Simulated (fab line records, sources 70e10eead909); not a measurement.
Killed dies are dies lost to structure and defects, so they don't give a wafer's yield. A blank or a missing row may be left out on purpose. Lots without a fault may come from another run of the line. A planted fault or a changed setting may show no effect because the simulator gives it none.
A struck lot beside a sound one | flow nand_harc | 14 steps out of a route of 1159
Sound: wafers L745.2, L745.3, L745.6. Struck: wafer L760.3. (L760.1, L760.2 of the same lot were not struck and are left out.) The cause comes at the end.
At each step with rows: each side's tool, then ch and its chambers, then its first start. Under that, the readings that differ: sound wafers | struck wafers | difference of the means | sigmas: that difference in standard deviations of wafers without a fault.
alike: readings whose means differ by less than 2 such deviations, and words and numbers that are the same on both sides. not compared: withheld readings, readings that some wafer has no value for, bounds like >300 that may hide the same value, and numbers for which the record gives no deviation and whose values overlap.
The two part at a step that has a row with sigmas, a row that says differs or no value, or rows on one side only. Numbers that don't overlap but have no deviation are shown without sigmas and don't part them. A reading that every wafer of one side lacks parts them only if that side has two wafers or more.

first, 4 steps without rows for these wafers: NHARC_P_BONDPAD_EBR_05; NHARC_P_BONDPAD_EXPOSE_06 (exposes mask P BPAD); NHARC_P_BONDPAD_PEB_07 (peb time 80 s); NHARC_P_BONDPAD_DEVELOP_08 (time 50 s).
NHARC_P_BONDPAD_CD_MEAS_09: target cd 500 nm.
  sound on cd_sem-02 ch 0, day 8 02:52; struck on cd_sem-02 ch 0, day 11 14:41
  alike: cd_nm
NHARC_P_BONDPAD_OVL_MEAS_38:
  sound on overlay-01, day 8 02:56; struck on overlay-01, day 11 14:46
  alike: overlay_x_nm, overlay_y_nm
then, 1 step without rows for these wafers: NHARC_P_BONDPAD_HARDBAKE_10 (time 65 s).
NHARC_P_BONDPAD_DESCUM_11: chemistry O2, time 3 s.
  sound on rie_diel-12 ch 0,1,3, day 8 03:05; struck on rie_diel-12 ch 2, day 11 14:53
  alike: drypump_motor_current_A, oes_product_au, rf_vpp_V, showerhead_plenum_p_Torr, throttle_valve_pct
  not compared: rf_hours_counter_h
NHARC_P_BONDPAD_ETCH_37: etches the open film in N2/H2, target depth 60 nm, overetch 18 nm, time 65.91 s.
  sound on rie_diel-12 ch 0,1,3, day 8 03:10; struck on rie_diel-12 ch 0, day 11 14:59
  reading               | sound             | struck | difference | sigmas
  oes_product_au (a.u.) | 0.987 0.991 1.003 | 1.020  | +0.026     | +2
  alike: drypump_motor_current_A, rf_vpp_V, showerhead_plenum_p_Torr, throttle_valve_pct
  not compared: rf_hours_counter_h
NHARC_P_BONDPAD_ETCH_12: etches the open film in CHF3/O2, target depth 200 nm, time 100 s.
  sound on rie_diel-12 ch 2,3; struck on rie_diel-12 ch 0
  reading                         | sound             | struck | difference | sigmas
  rf_vpp_V (V)                    | 366.1 372.0 368.3 | 374.0  | +5.2       | +2
  showerhead_plenum_p_Torr (Torr) | 2.25 2.45 2.25    | 2.54   | +0.22      | +2
  alike: chf3_flow_sccm, drypump_motor_current_A, oes_product_au, throttle_valve_pct
  not compared: rf_hours_counter_h
NHARC_P_BONDPAD_CD_MEAS_13:
  sound on cd_sem-03, day 8 03:23; struck on cd_sem-03, day 11 15:12
  alike: cd_nm
NHARC_P_BONDPAD_STRIP_15: strips in O2.
  sound on rie_diel-12 ch 0,1, day 8 03:28; struck on rie_diel-12 ch 1, day 11 15:17
  alike: drypump_motor_current_A, oes_product_au, rf_vpp_V, showerhead_plenum_p_Torr, throttle_valve_pct
  not compared: rf_hours_counter_h
NHARC_P_BONDPAD_ETCH_24: etches the open film in CF4/N2, target depth 30 nm, time 72.99 s.
  sound on rie_diel-12 ch 0,2, day 8 03:37; struck on rie_diel-12 ch 2, day 11 15:26
  reading               | sound             | struck | difference | sigmas
  oes_product_au (a.u.) | 1.005 0.997 0.992 | 0.791  | -0.207     | -21
  alike: drypump_motor_current_A, rf_vpp_V, showerhead_plenum_p_Torr, throttle_valve_pct
  not compared: rf_hours_counter_h
then, 1 step without rows for these wafers: NHARC_P_BONDPAD_STRIP_16 (strips in post etch residue remover, time 600 s).

WHERE THEY PART
First at NHARC_P_BONDPAD_ETCH_37; last, within this record, at NHARC_P_BONDPAD_ETCH_24.

WHY: what the simulator had put in
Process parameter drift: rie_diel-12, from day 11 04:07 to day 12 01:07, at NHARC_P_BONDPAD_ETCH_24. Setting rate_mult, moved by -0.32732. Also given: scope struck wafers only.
